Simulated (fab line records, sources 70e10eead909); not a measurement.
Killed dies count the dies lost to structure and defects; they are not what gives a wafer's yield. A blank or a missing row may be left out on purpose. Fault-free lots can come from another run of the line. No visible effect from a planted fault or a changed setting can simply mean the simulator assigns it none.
Code-filled problem report in 8D (eight disciplines) form -- flow nand-harc -- the parts of the form that need people (team, actions taken, sign-off) are left out

1. THE PROBLEM
Wafers without a fault read 630.01 C, standard deviation 0.29; susceptor-temp-C at NHARC_A_CHANNEL_FILL_D2_ALD_03 reads a mean of 609.27 C on 6 wafers belonging to 2 lots. That puts it -72 standard deviations away from the usual mean.
The step: deposits SiNx, target thk 6 nm, pulse time 60 s, ald cycles 58.
First observed at day 18 19:17: wafer L364.1, on ald-sin-batch-02. The record holds 30 wafers of 10 lots with a number at this step. Rule for "out" (also "out of limits"): further than 4 standard deviations from the usual mean. Any other wafer with a number is counted as sound.

2. WHAT IT IS AND WHAT IT IS NOT
question,is,is not
which readings at this step,susceptor-temp-C,precursor-pulse-height-rel
which lots,"L364, L365","L352, L353, L356, L357, L358, L362, L374, L375"
which wafers of those lots,all that have a number,-
read on which tools,ald-sin-batch-02,"ald-sin-batch-01, ald-sin-batch-03"
when,from day 18 19:17,"up to then (18 sound wafers); but 6 sound wafers of L374, L375 came after"

3. WHAT RULES OUT EACH SUSPECT
Counting: any tool at a process step up to the reading is kept as a suspect provided that every lot that is out went through it and no sound lot did after the first of them.
- har-etch-01 at NHARC_A_CHANNEL_HOLE_D2_ETCH_23 (etches the open film in C4F8/O2/Ar, time 819 s, target depth 1600 nm): ruled out as a lasting fault. After its first lot that is out, L364 (day 18 11:20), sound lots L374 ran on it.
- ald-sin-batch-02 at NHARC_A_CHANNEL_FILL_D2_ALD_03 (deposits SiNx, target thk 6 nm, pulse time 60 s, ald cycles 58): kept. All lots that are out passed through it, beginning with L364 at day 18 19:17, and no sound lot followed; its final sound lot before that point was L357 at day 15 21:38. Its own susceptor-temp-C readings are out on those wafers.
Remaining after the count: ald-sin-batch-02 at NHARC_A_CHANNEL_FILL_D2_ALD_03.

4. THE CAUSE (what the simulator had put in)
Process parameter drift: ald-sin-batch-02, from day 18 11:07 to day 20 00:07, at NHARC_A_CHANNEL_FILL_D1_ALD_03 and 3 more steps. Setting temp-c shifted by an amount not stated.
Only this tool survived the counting.

5. THE CHAIN OF EFFECTS, in route order
Each row: a reading where the mean over the struck wafers with a number is more than 3 standard deviations away from the usual. Readings are gone through only where the record gives a usual standard deviation; hours: the median, over the lots, of the time from a lot's start at the first step in this table giving one to that lot's start at this step; sigmas: the change measured in usual standard deviations.
hours,step,reading,usual,on struck wafers,change,sigmas
0,NHARC_A_CHANNEL_FILL_D2_ALD_03,susceptor-temp-C,630.01 C,609.27,-20.74,-72
It contains these process steps:
- NHARC_A_CHANNEL_FILL_D2_ALD_03: deposits SiNx, target thk 6 nm, pulse time 60 s, ald cycles 58.

6. WHAT WOULD HAVE CAUGHT IT SOONER
In this record no reading fell out of limits until day 18 19:17, 8 hours after the fault had begun at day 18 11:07.
